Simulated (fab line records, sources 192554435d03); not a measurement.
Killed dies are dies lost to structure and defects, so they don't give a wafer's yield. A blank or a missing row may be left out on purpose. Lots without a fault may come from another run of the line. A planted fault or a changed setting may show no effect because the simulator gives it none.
One fault seen from 2 desks | flow n5_finfet | each desk has only its own numbers; what lay behind them comes last

THE METROLOGY DESK
What the gauges read, lot by lot, whatever tool the lot ran on: means of the sampled wafers that have a number. A lot is out of limits, marked OUT, if its mean lies more than 4 standard deviations from the usual mean; the brackets give that distance. Of its 11 readings 7 are shown: those that lie furthest out on some lot.
Columns: A = DIBL_P at N5_BEOL_M4_RC_MEAS_101, usual 36 mV/V; B = ION_N at N5_BEOL_M4_RC_MEAS_101, usual 674 uA/um; C = ION_P at N5_BEOL_M4_RC_MEAS_101, usual 462 uA/um; D = SS_N at N5_BEOL_M4_RC_MEAS_101, usual 71.6 mV/dec; E = VT_N at N5_BEOL_M4_RC_MEAS_101, usual 249 mV; F = VT_P at N5_BEOL_M4_RC_MEAS_101, usual -250 mV; G = TV_OVL at N5_PASSIVATION_OVL_MEAS_60, usual 0 nm
lot  | first seen here | A  | B   | C   | D    | E   | F    | G
L321 | day 10 20:59    | 37 | 669 | 464 | 71.6 | 249 | -247 | -1
L323 | day 12 02:29    | 33 | 668 | 459 | 71.8 | 254 | -251 | -1
L322 | day 12 07:51    | 36 | 660 | 462 | 70.5 | 252 | -247 | -10
L327 | day 12 13:42    | 34 | 668 | 451 | 70.7 | 249 | -254 | -8
L333 | day 13 09:17    | 34 | 664 | 458 | 70.8 | 254 | -254 | -2
L331 | day 13 15:51    | 34 | 671 | 465 | 71.4 | 249 | -249 | -6
L336 | day 15 08:42    | 36 | 675 | 459 | 71.2 | 247 | -253 | -1
L335 | day 15 11:49    | 36 | 690 | 469 | 71.5 | 245 | -246 | -1
L343 | day 16 04:26    | 36 | 684 | 462 | 71.5 | 247 | -251 | -2
This desk's finding: nothing out of limits on any of the 9 lots.

THE TOOL OWNER'S DESK: rie_diel-01
The tool's own readings at N5_SD_EPI_N_ETCH_35 (etches SOC in N2/H2, overetch 108 nm, time 486 s): means of the sampled wafers that have a number, for each lot that ran on this tool. A lot is out of limits, marked OUT, if its mean lies more than 4 standard deviations from the usual mean; the brackets give that distance.
Columns: A = drypump_motor_current_A at N5_SD_EPI_N_ETCH_35, usual 5.66 A; B = oes_product_au at N5_SD_EPI_N_ETCH_35, usual 0.68 a.u.; C = rf_vpp_V at N5_SD_EPI_N_ETCH_35, usual 240.8 V; D = showerhead_plenum_p_Torr at N5_SD_EPI_N_ETCH_35, usual 2.55 Torr; E = throttle_valve_pct at N5_SD_EPI_N_ETCH_35, usual 23.94 %
lot  | first seen here | A    | B    | C     | D    | E
L321 | day 3 00:47     | 5.69 | 0.72 | 241.2 | 2.59 | 24.03
L323 | day 3 13:29     | 5.66 | 0.75 | 241.3 | 2.63 | 23.91
L343 | day 8 13:12     | 5.78 | 0.68 | 239.8 | 2.52 | 24.15
This desk's finding: nothing out of limits on any of the 3 lots.

PUT TOGETHER
The metrology desk saw nothing out of limits.
The tool owner's desk saw nothing out of limits.

WHAT THE SIMULATOR HAD PUT IN
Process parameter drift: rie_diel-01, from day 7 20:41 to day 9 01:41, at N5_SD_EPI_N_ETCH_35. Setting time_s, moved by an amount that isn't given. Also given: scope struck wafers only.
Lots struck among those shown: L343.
